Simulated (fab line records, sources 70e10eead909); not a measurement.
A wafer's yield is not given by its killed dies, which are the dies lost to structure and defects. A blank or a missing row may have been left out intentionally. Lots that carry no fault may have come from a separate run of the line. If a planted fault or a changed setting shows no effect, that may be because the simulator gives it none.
Code-filled problem report in 8D (eight disciplines) form ; flow nand_harc ; the parts of the form that need people (team, actions taken, sign-off) are left out

1. THE ISSUE
NHARC_END_SORT_01, killed_at_array: mean 84 over 1 wafer from 1 lot; wafers with no fault: 28, standard deviation 11. That puts it +5.1 standard deviations away from the usual mean.
First seen on wafer L500.6, day 21 22:39, on prober-02. At this step, 4 wafers from 2 lots have a number in the record. Rule for "out" (also "out of limits"): further than 4 standard deviations from the usual mean. The other wafers with a number count as sound.

2. WHAT IT IS; WHAT IT IS NOT
question;is;is not
which readings at this step;killed_at_array, killed_dies;killed_at_other, killed_at_periphery, killed_open, killed_short
which lots;L500;L511
which wafers of those lots;all that have a number;-
read on which gauges;prober-02;-
when;from day 21 22:39;"up to then (0 sound wafers); but 3 sound wafers of L511 came after"

3. SUSPECTS, AND WHAT RULES EACH OUT
Counting: a tool at a process step up to the reading stays a suspect if it ran every lot that is out and no sound lot after the first of them.
- the gauge at NHARC_END_SORT_01: kept. All the wafers that are out were read on prober-02, and no step on other tools shows them out.
- rie_diel-01 at NHARC_A_STAIRCASE_ETCH_444 (etches the open film in C4F8/O2, target depth 10200 nm, time 3400 s): kept. It ran the lot that is out, L500 (day 16 02:57), and no sound lot after that.
- wet_bench-09 at NHARC_A_STAIRCASE_ETCH_423 (etches SiO2 in dHF, target depth 30 nm): ruled out as a lasting fault. After its first lot that is out, L500 (day 16 06:41), sound lots L511 ran on it.
- cmp-01 at NHARC_A_STAIRCASE_CMP_472 (polishes SiO2): ruled out as a lasting fault. After its first lot that is out, L500 (day 16 07:25), sound lots L511 ran on it.
- pecvd-02 at NHARC_A_SGD_CUT_DEP_00 (deposits SiNx, target thk 50 nm): ruled out as a lasting fault. After its first lot that is out, L500 (day 16 07:50), sound lots L511 ran on it.
- rie_diel-09 at NHARC_A_SGD_CUT_ETCH_58 (etches the open film in CF4, target depth 39 nm, time 65 s): kept. It ran the lot that is out, L500 (day 16 08:50), and no sound lot after that.
- rie_diel-09 at NHARC_A_SGD_CUT_ETCH_16 (etches the open film in C4F8/O2/Ar, target depth 310.5 nm, time 155.2 s): kept. It ran the lot that is out, L500 (day 21 22:39), and no sound lot after that. NHARC_A_SGD_CUT_ETCH_16: start missing for some lots; hours and lot order therefore follow NHARC_END_SORT_01.
Left after counting: rie_diel-01 at NHARC_A_STAIRCASE_ETCH_444, rie_diel-09 at NHARC_A_SGD_CUT_ETCH_58, rie_diel-09 at NHARC_A_SGD_CUT_ETCH_16, prober-02 at NHARC_END_SORT_01.

4. THE CAUSE (what the simulator had put in)
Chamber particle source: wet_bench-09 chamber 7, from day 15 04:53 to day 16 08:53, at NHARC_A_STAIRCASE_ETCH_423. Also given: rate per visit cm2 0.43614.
Counting ruled it out, wrongly: the rule takes a fault to strike every lot that its tool runs from its start on, and this one did not.

5. THE CHAIN OF EFFECTS, in route order
One row per reading whose mean, taken over the struck wafers that have a number, lies over 3 standard deviations from the usual. Scope: only readings with a usual standard deviation given in the record; hours: median across lots of the time from each lot's start at the first step in this table that gives one to its start at this step; sigmas: change in usual standard deviations.
hours;step;reading;usual;on struck wafers;change;sigmas
0;NHARC_END_SORT_01;killed_at_array;28;84;+56;+5.1
0;NHARC_END_SORT_01;killed_dies;31;87;+56;+4.7

6. HOW IT WOULD HAVE BEEN CAUGHT EARLIER
Counted from the fault's start at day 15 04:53, it took 162 hours until the first out-of-limits reading at a measuring or inspecting step in this record, taken at day 21 22:39.
